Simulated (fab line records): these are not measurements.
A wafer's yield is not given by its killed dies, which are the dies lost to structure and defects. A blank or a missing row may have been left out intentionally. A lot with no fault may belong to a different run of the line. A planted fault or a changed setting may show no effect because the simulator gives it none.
Chamber matching    flow n5_finfet    N5_HKMG_FIN_ETCH_67 on rie_diel-03 has 4 sister chambers
The step etches SOC in N2/H2, stops on TiN, target depth 388.9 nm. 7 wafers are shown with their chamber, then 7 later ones without.

WAFERS WITH THEIR CHAMBER
wafer   chamber  drypump_motor_current_A (A)  throttle_valve_pct (%)
L080.1  0        5.2                          17.84
L080.5  0        5.3                          17.86
L083.3  1        5.4                          17.15
L083.5  3        6.4                          18.09
L083.6  2        4.7                          17.89
L087.1  3        6.4                          18.11
L087.5  2        4.7                          17.93

WAFERS WITH NO CHAMBER GIVEN
wafer   drypump_motor_current_A (A)  throttle_valve_pct (%)
L087.6  5.4                          17.16
L095.1  4.7                          17.48
L095.5  5.4                          17.18
L095.6  4.7                          17.49
L096.1  4.7                          17.48
L096.2  5.4                          17.18
L096.4  5.2                          17.52

EACH ONE'S CHAMBER
wafer   from the rows above      in truth
L087.6  1                        1
L095.1  can't be placed: 2 or 0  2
L095.5  1                        1
L095.6  can't be placed: 2 or 0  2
L096.1  can't be placed: 2 or 0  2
L096.2  1                        1
L096.4  0                        0
4 of 7 placed correctly. Unplaceable from these rows: 3, with the true chamber sitting among the candidates in 3. 0 placed wrongly.
How it was worked out, from the rows above alone: a wafer's distance from a chamber is the root of the sum, over the readings, of the square of ((its reading less the chamber's mean) divided by the reading's scatter). The wafer belongs to the nearest chamber; if the next one is less than 2 further off, it can't be placed. The mean given for a chamber averages the wafers shown for that chamber. The scatter: the root of (the sum of the squares of (reading less its chamber's mean) over the shown wafers, divided by (wafers less chambers)).
